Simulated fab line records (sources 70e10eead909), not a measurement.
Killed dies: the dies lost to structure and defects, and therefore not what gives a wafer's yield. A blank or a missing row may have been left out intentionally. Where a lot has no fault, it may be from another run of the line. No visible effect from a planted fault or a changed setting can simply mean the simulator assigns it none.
Chamber matching	flow nandHarc	rieDiel-11 running NHARC_A_STAIRCASE_TRIM_229: 4 sister chambers
The step chemistry O2, time 211.2 s. 4 wafers are shown with their chamber, then 8 later ones without.

== WAFERS PAIRED WITH THEIR CHAMBERS ==
wafer	chamber	drypumpMotorCurrentA (A)
L082.5	0	6.6
L088.1	1	5.1
L088.6	3	5.3
L091.1	2	5.4

== WAFERS WHOSE CHAMBER IS MISSING ==
wafer	drypumpMotorCurrentA (A)
L091.2	6.7
L091.3	5.1
L094.1	5.4
L094.3	6.6
L094.4	5.1
L096.1	5.4
L096.3	5.2
L096.6	5.1

== WHICH CHAMBER EACH ONE RAN IN ==
wafer	from the rows above	in truth
L091.2	0	0
L091.3	1	1
L094.1	2	2
L094.3	0	0
L094.4	1	1
L096.1	2	2
L096.3	can't be placed: 3 or 1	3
L096.6	1	1
Placed correctly: 7 of 8. Not placeable from these rows: 1 (in 1, the candidates include the true chamber). 0 placed wrongly.
How it was worked out, from the rows above alone: a wafer's distance from a chamber is the root of the sum, over the readings, of the square of ((its reading less the chamber's mean) divided by the reading's scatter). If the next closest chamber is less than 2 further off than the closest, the wafer can't be placed; otherwise it belongs to the closest. A chamber's mean is the mean of its shown wafers. The scatter: root of mean squared gap, hidden wafer to nearest shown wafer, with one shown wafer a chamber.
